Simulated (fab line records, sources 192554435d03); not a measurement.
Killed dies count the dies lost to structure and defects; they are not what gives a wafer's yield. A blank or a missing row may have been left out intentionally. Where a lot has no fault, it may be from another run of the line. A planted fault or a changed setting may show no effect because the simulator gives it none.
Code-filled problem report in 8D (eight disciplines) form | flow n5-finfet | the parts of the form that need people (team, actions taken, sign-off) are left out

## 1. WHAT WENT WRONG
At N5_PASSIVATION_PROBE_49, killed-at-front-end averages 121 over 2 wafers from 2 lots, while fault-free wafers read 43, standard deviation 13. Relative to the usual mean, that is a shift of +6.0 standard deviations.
First seen on wafer L805.2, day 15 20:26, on prober-01. The record holds 22 wafers of 8 lots with a number at this step. The rule behind "out" and "out of limits": a value lying over 4 standard deviations away from the usual mean. All remaining wafers that have a number are taken as sound.

## 2. WHAT IT IS, WHAT IT ISN'T
question                    | is                  | is not
which readings at this step | killed-at-front-end | killed_at_M0_to_M3, killed_at_M4_up, killed-at-contacts, killed-at-other, killed-open, killed-short, sort_bin_6_memory
which lots                  | L805, L808          | L796, L800, L801, L807, L810, L811
which wafers of those lots  | L805.2, L808.6      | L805.3, L805.5, L808.1, L808.3
read on which tools         | prober-01           | prober-02
when                        | from day 15 20:26   | up to then (9 sound wafers); but 11 sound wafers of L805, L807, L808, L810, L811 came after

## 3. WHAT RULES OUT EACH SUSPECT
Counting: any tool at a process step up to the reading remains a suspect provided it ran every lot that is out. Sound lots after the first of them don't rule it out here, since some wafers of a struck lot are sound.
- rie-diel-05 at N5_GATE_CUT_HM_OPEN_40 (chemistry C4F6/O2, target SiO2, target depth 139 nm, time 85.1 s): kept. Every lot that is out went through it, the first being L805 (day 7 02:59); the last sound lot it ran before that was L800 (day 5 19:52).
- prober-01 at N5_PASSIVATION_PROBE_49: kept. Every lot that is out went through it, the first being L805 (day 15 20:26); the last sound lot it ran before that was L801 (day 14 16:50). Its own readings are out on those wafers: killed-at-front-end.
- At N5_GATE_CUT_HM_OPEN_40, inside rie-diel-05: chamber 2 took the wafers that are out, while their sound lot-mates went through chambers 0, 1, 3.
Left after counting: rie-diel-05 at N5_GATE_CUT_HM_OPEN_40, prober-01 at N5_PASSIVATION_PROBE_49.

## 4. THE CAUSE (what the simulator had put in)
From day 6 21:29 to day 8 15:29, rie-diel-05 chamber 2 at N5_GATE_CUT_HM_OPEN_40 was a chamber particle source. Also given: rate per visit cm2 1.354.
After counting, 2 suspects remain, this tool included.

## 5. THE CHAIN OF EFFECTS, in route order
Each row: a reading where the mean over the struck wafers with a number is more than 3 standard deviations away from the usual. Only readings whose record carries a usual standard deviation are examined. hours: median over the lots of the time between each lot's start at the first step of this table that gives one and its start at this step. sigmas: the change, counted in usual standard deviations.
hours | step                    | reading              | usual  | on struck wafers | change | sigmas
0     | N5_PASSIVATION_PROBE_49 | defect-limited-yield | 91.1 % | 85.0             | -6.1   | -4.1
0     | N5_PASSIVATION_PROBE_49 | killed-at-front-end  | 43     | 121              | +78    | +6.0
0     | N5_PASSIVATION_PROBE_49 | killed-dies          | 105    | 177              | +72    | +4.2
0     | N5_PASSIVATION_PROBE_49 | killed-on-rim        | 14     | 30               | +16    | +3.7
0     | N5_PASSIVATION_PROBE_49 | sort_bin_5_function  | 5.2 %  | 8.8              | +3.6   | +4.0
0     | N5_PASSIVATION_PROBE_49 | sort-n-pass          | 1075   | 1003             | -72    | -4.2
0     | N5_PASSIVATION_PROBE_49 | sort-yield-pct       | 91.1 % | 85.0             | -6.1   | -4.1
It contains these process steps:
- N5_PASSIVATION_PROBE_49

## 6. HOW IT WOULD HAVE BEEN CAUGHT EARLIER
In this record the first reading out of limits was taken at day 15 20:26, 215 hours after the fault began at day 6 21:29.
An alarm limit of 4 standard deviations would not have fired on the tool readings at N5_GATE_CUT_HM_OPEN_40 for which the record gives a usual standard deviation, since none of them was out on any struck wafer.
By day 15 20:26, every lot that is out (2) had started N5_GATE_CUT_HM_OPEN_40 on rie-diel-05. None of them would have been spared by holding the tool at that moment.
